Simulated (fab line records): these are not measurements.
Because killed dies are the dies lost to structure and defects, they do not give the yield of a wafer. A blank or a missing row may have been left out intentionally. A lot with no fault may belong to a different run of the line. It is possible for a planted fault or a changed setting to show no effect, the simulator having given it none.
Comparing a struck lot with a sound one -- flow n5 finfet -- 38 steps out of a route of 1938
Sound: these wafers, L492.3, L492.4, L492.6. Wafers L490.3, L490.5 were the ones struck. The cause comes at the end.
Per side, at each step with rows, come the tool, then ch with its chambers, and then its first start. Under that, the readings that differ: sound wafers -- struck wafers -- difference of the means -- sigmas: that difference in standard deviations of wafers without a fault.
alike: readings whose means differ by less than 2 such deviations, and words and numbers that are the same on both sides. not compared: withheld readings, readings that some wafer has no value for, bounds like >300 that may hide the same value, and numbers for which the record gives no deviation and whose values overlap.
The two part at a step that has a row with sigmas, a row that says differs or no value, or rows on one side only. Numbers that have no deviation but don't overlap get no sigmas and don't part them. A reading that every wafer of one side lacks parts them only if that side has two wafers or more.

first, 9 steps without rows for these wafers: N5_BEOL_M13_SOFTBAKE_23 (time 60 s); N5_BEOL_M13_EXPOSE_25 (exposes mask M13, target cd 210 nm); N5_BEOL_M13_PEB_26 (peb time 90 s); N5_BEOL_M13_DEVELOP_27 (develop time 45 s); N5_BEOL_M13_HARDBAKE_32 (time 120 s); N5_BEOL_M13_DESCUM_33 (chemistry O2, time 7.9 s); N5_BEOL_M13_ETCH_67 (etches SiARC in CF4, target depth 143 nm, time 238.3 s); N5_BEOL_M13_ETCH_68 (etches SOC in N2/H2, time 355 s); N5_BEOL_M13_STRIP_69 (strips in N2/H2).
N5_BEOL_M13_TRENCH_ETCH_34: etches SiOC in C4F8/O2/Ar, target depth 413.47 nm, time 162.6 s.
  sound on rie diel-02 ch 1,2, day 18 17:33; struck on rie diel-06 ch 1, day 17 23:37
reading,sound,struck,difference,sigmas
model.etch.depth nm (nm),413.5 408.8 414.3,599.3 607.5,+191.2,
  alike: drypump motor current A, oes product au, rf vpp V, showerhead plenum p Torr, throttle valve pct
  not compared: rf hours counter h
then, 1 step without rows for these wafers: N5_BEOL_M13_STRIP_70 (strips in C4F8/O2/Ar).
N5_BEOL_M13_OCD_MEAS_35:
  sound on ocd-02 at day 18 17:43; struck on ocd-01 at day 17 23:48
reading,sound,struck,difference,sigmas
trench depth nm (nm),413 408 414,599 607,+191,+32
then, 11 steps without rows for these wafers: N5_BEOL_M13_STRIP_37 (strips in N2/H2); N5_BEOL_M13_ETCH_38 (etches SiCN in CF4/N2, target depth 67.5 nm, time 71.9 s); N5_BEOL_M13_PRECLEAN_39 (cleans in residue remover, time 60 s); N5_BEOL_M13_SRD_40 (time 30 s, dry time 30 s); N5_BEOL_M13_DEGAS_41 (time 60 s); N5_BEOL_M13_PRE_CLEAN_42 (time 30 s); N5_BEOL_M13_SPUTTER_43 (material TaN, target thk 15 nm, time 24.19 s); N5_BEOL_M13_SPUTTER_44 (material Ta, target thk 10 nm, time 16.13 s); N5_BEOL_M13_SPUTTER_45 (material Cu, target thk 80 nm, time 13.33 s); N5_BEOL_M13_ECD_47 (material Cu, target thk 936 nm); N5_BEOL_M13_ANNEAL_48 (time 90 s).
N5_BEOL_M13_CMP_49: polishes, stops on SiOC, t overpolish 17.1 s, target thk 420 nm.
  sound on cmp-01 ch 1,2, day 18 23:12; struck on cmp-01 ch 1, day 18 01:52
reading,sound,struck,difference,sigmas
model.Cu_of_BEOL_M13_ECD_47.thk nm (nm),418 413.2 419,604.6 613,+192.1,
  alike: barrier field endpoint s, motor current A, overpolish run s
N5_BEOL_M13_THK_MEAS_50: measures by xrf.
  sound on film metro-02 at day 18 23:30; struck on film metro-01 at day 18 02:10
reading,sound,struck,difference,sigmas
M13_THK (nm),416 412 420,596 605,+184,+26
then, 2 steps without rows for these wafers: N5_BEOL_M13_PRE_CLEAN_52 (time 15 s); N5_BEOL_M13_DEP_53 (deposits SiCN from 3MS/NH3, target thk 50 nm, time 17.8 s).
N5_BEOL_M13_RS_MEAS_54: measures by four-point-probe.
  sound on film metro-02 at day 18 23:38; struck on film metro-02 at day 18 02:17
reading,sound,struck,difference,sigmas
M13_RS (ohm/sq),0.0450 0.0456 0.0450,0.0309 0.0305,-0.0145,-23
then, 9 steps without rows for these wafers: N5_BEOL_M14_ILD_DEP_00 (deposits SiO2 from TEOS/O2, target thk 1119.3 nm, time 237.4 s); N5_BEOL_M14_COAT_58 (time 60 s, resist thk 89 nm); N5_BEOL_M14_COAT_04 (resist thk 800 nm); N5_BEOL_M14_EBR_06; N5_BEOL_M14_SOFTBAKE_05 (time 60 s); N5_BEOL_M14_EXPOSE_07 (exposes mask V13); N5_BEOL_M14_PEB_08 (peb time 90 s); N5_BEOL_M14_DEVELOP_09 (develop time 45 s); N5_BEOL_M14_HARDBAKE_14 (time 120 s).
N5_BEOL_M15_RC_MEAS_101:
  sound on prober-02 ch 0, day 19 09:10; struck on prober-02 ch 0, day 18 16:19
reading,sound,struck,difference,sigmas
SERP_M13 (ohm/um),0.309 0.317 0.315,0.209 0.206,-0.106,-21
SERP_M13_max_site (ohm/um),0.313 0.319 0.317,0.211 0.208,-0.107,-20
SERP_M9 (ohm/um),3.17 3.11 3.14,2.91 3.03,-0.17,-2
  alike: COMB_M10, COMB_M11, COMB_M11_max_site, COMB_M12, COMB_M14, COMB_M15, COMB_M15_max_site, COMB_M5, COMB_M6, COMB_M7, COMB_M8, COMB_M9, SERP_M10, SERP_M11, SERP_M12, SERP_M14, SERP_M5, SERP_M6, SERP_M7, SERP_M7_max_site, SERP_M8

WHERE THEY PART
Last at N5_BEOL_M15_RC_MEAS_101 as far as this record goes, first at N5_BEOL_M13_OCD_MEAS_35.

WHY: whatever the simulator had introduced
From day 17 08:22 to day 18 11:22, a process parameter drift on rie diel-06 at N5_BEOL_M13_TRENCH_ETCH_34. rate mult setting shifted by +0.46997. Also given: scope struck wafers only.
